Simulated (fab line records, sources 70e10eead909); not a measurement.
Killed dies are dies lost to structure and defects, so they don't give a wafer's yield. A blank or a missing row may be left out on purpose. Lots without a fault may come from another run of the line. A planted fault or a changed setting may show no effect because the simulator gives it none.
Which tool did it? | flow nand_harc | 6 lots, 18 wafers sampled, at 5 steps of a route of 1302

WHAT THE GAUGES READ, wafer by wafer
NHARC_END_SORT_01.
lot  | measured     | on        | killed_at_array
L472 | day 30 09:40 | prober-02 | 670 674 674
L471 | day 31 10:38 | prober-02 | 674 677 676

WHICH TOOL RAN EACH LOT (tool, then ch and the chambers of the sampled wafers, then the start)
lot  | NHARC_A_CONTACT_ETCH_50                       | NHARC_A_CONTACT_ETCH_115             | NHARC_A_CONTACT_ETCH_120             | NHARC_A_CONTACT_ETCH_123
L459 | rie_diel-06 ch 0,2,3, day 22 05:59 or earlier | har_cap_etch-03 ch 0,1, day 22 05:59 | har_cap_etch-03 ch 0,1, day 22 06:51 | har_cap_etch-03 ch 0,1, day 22 07:25
L465 | rie_diel-09 ch 0,2,3, day 24 12:40 or earlier | har_cap_etch-01 ch 0,1, day 24 12:40 | har_cap_etch-01 ch 0,1, day 24 13:32 | har_cap_etch-01 ch 0,1, day 24 14:03
L466 | rie_diel-09 ch 0,2,3, day 25 09:41 or earlier | har_cap_etch-01 ch 0,1, day 25 09:41 | har_cap_etch-01 ch 0,1, day 25 10:32 | har_cap_etch-01 ch 0,1, day 25 11:05
L472 | rie_diel-02 ch 0,2,3, day 27 10:41 or earlier | har_cap_etch-01 ch 0,1, day 27 10:41 | har_cap_etch-01 ch 0,1, day 27 11:32 | har_cap_etch-01 ch 0,1, day 27 12:10
L471 | rie_diel-09 ch 0,2,3, day 28 11:13 or earlier | har_cap_etch-03 ch 0,1, day 28 11:13 | har_cap_etch-03 ch 0,1, day 28 12:05 | har_cap_etch-03 ch 0,1, day 28 12:35
L480 | rie_diel-02 ch 1,2,3, day 31 02:56 or earlier | har_cap_etch-02 ch 0,1, day 31 02:56 | har_cap_etch-02 ch 0,1, day 31 03:47 | har_cap_etch-02 ch 0,1, day 31 04:17
- NHARC_A_CONTACT_ETCH_50: etches the open film in CF4/CHF3, target depth 121 nm, time 60.5 s.
- NHARC_A_CONTACT_ETCH_115: etches the open film in C4F8/O2/Ar, time 190 s, target depth 1850 nm.
- NHARC_A_CONTACT_ETCH_120: etches the open film in C4F8/O2/Ar, time 190 s, target depth 1850 nm.
- NHARC_A_CONTACT_ETCH_123: etches the open film in C4F8/O2/Ar, time 490 s, target depth 2110 nm.

THE ANSWER, worked out from the rows above alone
Rule: what is usual is taken from the lots themselves. Put in order of their means at a reading, lots are off if they are a third of the lots or fewer, leave a main group of 4 or more, and stand apart from it by a gap of 3 or more times the standard deviation of the main group's means; of several such gaps the widest counts. A main group whose means are all the same, to the digits that the tables above print for the reading, isn't used. A lot without any number at a reading at which 4 lots or more have one is off too. The other lots that the step has rows for count as sound.
No lot is off at any reading shown: from this, nothing can be told.

WHAT THE SIMULATOR HAD PUT IN
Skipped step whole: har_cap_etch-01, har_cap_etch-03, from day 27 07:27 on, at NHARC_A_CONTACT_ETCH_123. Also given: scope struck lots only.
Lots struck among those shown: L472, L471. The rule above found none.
